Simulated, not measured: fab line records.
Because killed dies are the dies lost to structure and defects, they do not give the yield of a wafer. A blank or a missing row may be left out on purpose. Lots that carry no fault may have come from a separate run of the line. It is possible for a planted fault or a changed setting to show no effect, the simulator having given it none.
A struck lot beside a sound one || flow nandHarc || 39 steps out of a route of 1302
Sound: these wafers, L275.2, L275.4, L275.6. Struck: wafer L295.3. (L295.4, L295.6 of the same lot were not struck and are left out.) The cause comes at the end.
At each step with rows: each side's tool, then ch and its chambers, then its first start. Under that, the readings that differ: sound wafers || struck wafers || difference of the means || sigmas: that difference in standard deviations of wafers without a fault.
alike: same words and numbers on both sides, and readings whose means sit less than 2 such deviations apart. not compared: any withheld reading, any reading some wafer has no value for, any bound like >300 that may hide the same value, and any number with overlapping values for which the record gives no deviation.
Wherever a step has rows on one side only, a row that says differs or no value, or a row with sigmas, the two part there. Numbers that have no deviation but don't overlap get no sigmas and don't part them. A reading missing from all wafers of one side parts the sides only when that side holds two or more wafers.

NHARC_A_CHANNEL_FILL_D1_ETCHBACK_08: etches the open film in C4F8, target depth 220 nm, time 110 s.
  sound: rieDiel-13 ch 1,3; struck: rieDiel-10 ch 3
  alike: oesProductAu, rfVppV
  not compared: rfHoursCounterH
NHARC_A_CHANNEL_FILL_D1_STRIP_29: strips in O2, time 20 s.
  sound on rieDiel-13 ch 0,2, day 11 07:31; struck on rieDiel-10 ch 3
  alike: drypumpMotorCurrentA, oesProductAu, rfVppV, showerheadPlenumPTorr, throttleValvePct
  not compared: rfHoursCounterH
then, 5 steps without rows for these wafers: NHARC_A_CHANNEL_FILL_D1_PRECLEAN_30 (cleans in dHF, time 30 s); NHARC_A_CHANNEL_FILL_D1_SRD_31; NHARC_A_CHANNEL_FILL_D1_CVD_09 (deposits poly-Si, target thk 150 nm, time 3000 s); NHARC_A_CHANNEL_FILL_D1_CMP_10 (polishes, target thk 150 nm); NHARC_A_CHANNEL_FILL_D1_SRD_12.
NHARC_A_CHANNEL_FILL_D1_INSPECT_13:
  struck on defectInspect-02, day 19 11:05; sound on defectInspect-01, day 11 13:06
  alike: rawDefectCount
then, 2 steps without rows for these wafers: NHARC_A_DECK1_JOINT_ETCHBACK_07 (etches the open film in HBr, target depth 105 nm, time 26.9 s); NHARC_A_DECK1_JOINT_ETCH_25 (etches SiO2 in dHF, target depth 0.5 nm).
NHARC_A_DECK1_JOINT_ETCH_19: etches poly-Si in TMAH, target depth 3 nm.
  sound on wetBench-06 ch 1,3,4, day 11 13:20; struck on wetBench-02 ch 4, day 19 11:20
  alike: tempC
then, 7 steps without rows for these wafers: NHARC_A_DECK1_JOINT_ETCH_18 (etches SiO2 in dHF, target depth 3 nm); NHARC_A_DECK1_JOINT_WET_08 (chemistry H3PO4, time 86 s); NHARC_A_DECK1_JOINT_ETCH_09 (etches SiO2 in dHF, target depth 5 nm); NHARC_A_DECK1_JOINT_WET_10 (chemistry H3PO4, time 86 s); NHARC_A_DECK1_JOINT_ETCH_11 (etches SiO2 in dHF, target depth 35 nm); NHARC_A_DECK1_JOINT_CVD_12 (deposits poly-Si, target thk 90 nm, time 1800 s); NHARC_A_DECK1_JOINT_CMP_13 (polishes, target thk 51.023 nm).
NHARC_A_DECK1_JOINT_THK_MEAS_14: measures by ellipsometry.
  struck on filmMetro-01, day 19 21:42; sound on filmMetro-02, day 11 23:44
  alike: thkNm
next, for these wafers, 1 step has no rows: NHARC_A_DECK1_JOINT_SRD_04.
NHARC_A_DECK1_JOINT_ETCHBACK_00: etches the open film in HBr, target depth 30 nm, time 17.4 s.
  sound on rieSi-04 ch 0,1,2, day 11 23:53; struck on rieSi-04 ch 0, day 19 21:50
  alike: drypumpMotorCurrentA, oesProductAu, throttleValvePct
  not compared: rfHoursCounterH
then, 8 steps without rows for these wafers: NHARC_A_DECK1_JOINT_PRECLEAN_30 (cleans in SC1); NHARC_A_DECK1_JOINT_SRD_31; NHARC_A_DECK1_JOINT_CVD_34 (deposits SiNx, target thk 20 nm); NHARC_A_DECK1_JOINT_DEP_06 (deposits SiOx, target thk 80 nm); NHARC_A_DECK1_JOINT_CURE_26 (time 32 s); NHARC_A_DECK1_JOINT_ANNEAL_27 (time 3600 s); NHARC_A_DECK1_JOINT_ANNEAL_28 (time 1800 s); NHARC_A_DECK1_JOINT_ANNEAL_29 (time 1800 s).
NHARC_A_DECK1_JOINT_CMP_02: polishes SiOx.
  sound on cmp-01 ch 0,2, day 12 23:45; struck on cmp-03 ch 3, day 20 20:57
  alike: edgeZonePressureFrac, motorCurrentA
next, for these wafers, 1 step has no rows: NHARC_A_DECK1_JOINT_SRD_15.
NHARC_A_DECK1_JOINT_DEP_16: deposits SiO2, target thk 45 nm.
  sound on pecvd-01 ch 0,1, day 13 00:08; struck on pecvd-02 ch 1, day 20 21:19
{"reading": "heaterPowerW (W)", "sound": "561 556 672", "struck": 426, "difference": -170, "sigmas": -3}
{"reading": "throttleValvePct (%)", "sound": "16.8 16.6 16.8", "struck": 15.0, "difference": -1.7, "sigmas": -2}
NHARC_A_DECK1_JOINT_THK_MEAS_17: measures by ellipsometry.
  struck on filmMetro-02, day 20 21:35; sound on filmMetro-02, day 13 00:24
  alike: thkNm
then, no rows for these wafers at 1 step: NHARC_A_ONON_D2_DEP_00 (target thk 1000 nm).
NHARC_A_ONON_D2_THK_MEAS_02: measures by ellipsometry.
  struck on filmMetro-01, day 20 22:13; sound on filmMetro-01, day 13 01:01
  alike: thkNm
then, no rows for these wafers at 1 step: NHARC_A_ONON_D2_DEP_03 (target thk 1000 nm).
NHARC_A_ONON_D2_THK_MEAS_05: measures by ellipsometry.
  struck on filmMetro-01, day 20 22:46; sound on filmMetro-02, day 13 01:35
  alike: thkNm
then, no rows for these wafers at 1 step: NHARC_A_ONON_D2_DEP_06 (target thk 1000 nm).
-- break in the record here, with 12 days between the starts of the struck wafers on either side (left off in module A_ONON_D2, picked up again in module END, where the first step shown is number 1302 on the route) --
NHARC_END_SORT_01:
  at this point the record logs the struck wafers (prober-01 ch 0, day 33 05:07) and has no rows for the sound ones

## WHERE THEY PART
Earliest at NHARC_A_DECK1_JOINT_DEP_16; latest, in this record, at NHARC_END_SORT_01.

WHY: the cause the simulator had injected
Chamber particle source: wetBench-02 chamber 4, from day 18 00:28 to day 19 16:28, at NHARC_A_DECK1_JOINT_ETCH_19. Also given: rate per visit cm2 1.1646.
